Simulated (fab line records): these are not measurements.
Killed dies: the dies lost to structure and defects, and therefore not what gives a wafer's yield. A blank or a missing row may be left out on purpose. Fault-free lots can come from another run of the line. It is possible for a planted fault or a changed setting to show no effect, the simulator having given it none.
Matching of chambers ; flow n5 finfet ; 4 sister chambers for N5_BEOL_M9_ETCH_66 on rie diel-03
The step etches SOC in N2/H2, target depth 80 nm, overetch 16 nm, time 120 s. 8 wafers are shown with their chamber, then 8 later ones without.

WAFERS PAIRED WITH THEIR CHAMBERS
wafer;chamber;drypump motor current A (A);throttle valve pct (%)
L082.4;1;5.1;17.64
L084.3;1;5.1;17.67
L087.2;3;5.5;18.17
L087.4;2;5.8;17.58
L088.2;2;5.7;17.60
L088.3;0;6.2;17.55
L088.5;0;6.2;17.53
L092.2;3;5.4;18.17

WAFERS WITH NO CHAMBER GIVEN
wafer;drypump motor current A (A);throttle valve pct (%)
L092.5;5.8;17.60
L092.6;5.4;18.18
L093.1;5.1;17.66
L093.3;6.2;17.54
L093.6;5.2;17.66
L097.1;5.1;17.70
L097.3;6.3;17.56
L097.6;5.1;17.69

CHAMBER TAKEN BY EACH
wafer;from the rows above;in truth
L092.5;2;2
L092.6;3;3
L093.1;1;1
L093.3;0;0
L093.6;1;1
L097.1;1;1
L097.3;0;0
L097.6;1;1
Correct placement for 8 of the 8. From these rows, 0 cannot be placed. Wrongly placed: 0.
How it was worked out, from the rows above alone: a wafer's distance from a chamber is the root of the sum, over the readings, of the square of ((its reading less the chamber's mean) divided by the reading's scatter). The wafer belongs to the nearest chamber; if the next one is less than 2 further off, it can't be placed. The mean given for a chamber averages the wafers shown for that chamber. The scatter: the root of (the sum of the squares of (reading less its chamber's mean) over the shown wafers, divided by (wafers less chambers)).
